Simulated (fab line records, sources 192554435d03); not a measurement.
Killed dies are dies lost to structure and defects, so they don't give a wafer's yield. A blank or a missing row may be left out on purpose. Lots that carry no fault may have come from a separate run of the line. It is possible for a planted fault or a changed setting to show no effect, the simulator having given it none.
Lot-split experiment / flow n5_finfet / 21 wafers read from 7 lots, route of 1938 steps

== ABOUT THE SPLIT ==
At N5_ZERO_LAYER_EXPOSE_08 (exposes mask ZERO, defocus 0 nm, target cd 2000 nm), the setting dose_mj was moved away from the recipe's 16.2 on 7 of the 21 wafers read, by -7.1% to +6.9%. For the rest of the wafers, this setting stayed at what the recipe calls for.

== FROM THE SPLIT TO THE READING: what the file shows between them, 3 steps ==
- N5_ZERO_LAYER_PEB_09
- N5_ZERO_LAYER_DEVELOP_10: develop time 60 s
- N5_ZERO_LAYER_HARDBAKE_23: time 120 s

== THE READING ==
Shown in nm: cd_nm at N5_ZERO_LAYER_CD_MEAS_11, with target cd 2000 nm. Typical for fault-free wafers on this fab line: 2000.1 nm, with standard deviation 2.3 nm.

wafer=L078.2; tool, chamber at the split=krf_scanner-02, 0; dose_mj as run=16.2; against the recipe=recipe; cd_nm, nm=2002.8; against lot-mates on the recipe=-
wafer=L078.5; tool, chamber at the split=krf_scanner-02, 0; dose_mj as run=16.83; against the recipe=+3.9%; cd_nm, nm=2008.8; against lot-mates on the recipe=+6.0
wafer=L078.6; tool, chamber at the split=krf_scanner-02, 0; dose_mj as run=16.83; against the recipe=+3.9%; cd_nm, nm=2009.0; against lot-mates on the recipe=+6.2
wafer=L080.2; tool, chamber at the split=krf_scanner-01, 0; dose_mj as run=16.2; against the recipe=recipe; cd_nm, nm=1999.0; against lot-mates on the recipe=-
wafer=L080.4; tool, chamber at the split=krf_scanner-01, 0; dose_mj as run=17.12; against the recipe=+5.7%; cd_nm, nm=2012.6; against lot-mates on the recipe=+13.2
wafer=L080.5; tool, chamber at the split=krf_scanner-01, 0; dose_mj as run=16.2; against the recipe=recipe; cd_nm, nm=1999.7; against lot-mates on the recipe=-
wafer=L081.1; tool, chamber at the split=krf_scanner-02, 0; dose_mj as run=17.31; against the recipe=+6.9%; cd_nm, nm=2014.2; against lot-mates on the recipe=+17.5
wafer=L081.3; tool, chamber at the split=krf_scanner-02, 0; dose_mj as run=17.31; against the recipe=+6.9%; cd_nm, nm=2013.4; against lot-mates on the recipe=+16.7
wafer=L081.4; tool, chamber at the split=krf_scanner-02, 0; dose_mj as run=16.2; against the recipe=recipe; cd_nm, nm=1996.7; against lot-mates on the recipe=-
wafer=L082.1; tool, chamber at the split=krf_scanner-01, 0; dose_mj as run=15.09; against the recipe=-6.9%; cd_nm, nm=1986.3; against lot-mates on the recipe=-14.4
wafer=L082.3; tool, chamber at the split=krf_scanner-01, 0; dose_mj as run=16.2; against the recipe=recipe; cd_nm, nm=2002.2; against lot-mates on the recipe=-
wafer=L082.4; tool, chamber at the split=krf_scanner-01, 0; dose_mj as run=16.2; against the recipe=recipe; cd_nm, nm=1999.2; against lot-mates on the recipe=-
wafer=L084.1; tool, chamber at the split=krf_scanner-01, 0; dose_mj as run=16.2; against the recipe=recipe; cd_nm, nm=1999.4; against lot-mates on the recipe=-
wafer=L084.2; tool, chamber at the split=krf_scanner-01, 0; dose_mj as run=16.2; against the recipe=recipe; cd_nm, nm=2001.9; against lot-mates on the recipe=-
wafer=L084.5; tool, chamber at the split=krf_scanner-01, 0; dose_mj as run=16.2; against the recipe=recipe; cd_nm, nm=2000.0; against lot-mates on the recipe=-
wafer=L093.3; tool, chamber at the split=krf_scanner-01, 0; dose_mj as run=15.05; against the recipe=-7.1%; cd_nm, nm=1989.9; against lot-mates on the recipe=-12.1
wafer=L093.4; tool, chamber at the split=krf_scanner-01, 0; dose_mj as run=16.2; against the recipe=recipe; cd_nm, nm=2002.5; against lot-mates on the recipe=-
wafer=L093.5; tool, chamber at the split=krf_scanner-01, 0; dose_mj as run=16.2; against the recipe=recipe; cd_nm, nm=2001.6; against lot-mates on the recipe=-
wafer=L094.2; tool, chamber at the split=krf_scanner-02, 0; dose_mj as run=16.2; against the recipe=recipe; cd_nm, nm=1997.9; against lot-mates on the recipe=-
wafer=L094.3; tool, chamber at the split=krf_scanner-02, 0; dose_mj as run=16.2; against the recipe=recipe; cd_nm, nm=2001.5; against lot-mates on the recipe=-
wafer=L094.4; tool, chamber at the split=krf_scanner-02, 0; dose_mj as run=16.2; against the recipe=recipe; cd_nm, nm=1997.2; against lot-mates on the recipe=-

FIT RESULTS
A straight line over all 21 wafers: cd_nm changes by +1.93 nm for each +1% of dose_mj; r = +0.96; the points scatter about the line by 1.9 nm.
The same after taking each lot's own level away (the mean of its wafers on the recipe; 21 wafers): +2.12 nm for each +1%; r = +0.98; scatter 1.6 nm.
According to that fit, moving dose_mj by its largest amount changes the reading by 15 nm.
From 1996.70 to 2002.80 nm: that is the span of the lots' own levels, equal to 2.7 times the standard deviation above.
So the lot-to-lot level changes the slope little: the two slopes agree.
Check: with one of the wafers moved furthest among these (-7.1%) left out of the fit, the line predicts -15.9 nm for it against its lot-mates. It came out at -12.1 nm against them.

== THE WHOLE CHAIN: every reading that the file lists as answering this split, in the file's order ==
step=N5_ZERO_LAYER_CD_MEAS_11; what it does=target cd 2000 nm; reading=cd_nm; change (the file's fit)=+2.09 nm for each +1% of the setting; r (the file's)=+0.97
step=N5_ZERO_LAYER_DESCUM_16; what it does=chemistry O2, time 7.9 s; reading=ZERO_LAYER.cd_nm (the simulator's own value, which no gauge read); change (the file's fit)=+2 nm for each +1% of the setting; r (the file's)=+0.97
step=N5_ZERO_LAYER_ETCH_17; what it does=etches SiO2 in CF4, target depth 12 nm, time 13.3 s; reading=ZERO_LAYER.cd_nm (the simulator's own value, which no gauge read); change (the file's fit)=+2.06 nm for each +1% of the setting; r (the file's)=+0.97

== THE FILE'S OWN FIT ==
cd_nm changes by +2.09 nm for each +1% of dose_mj, r = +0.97.
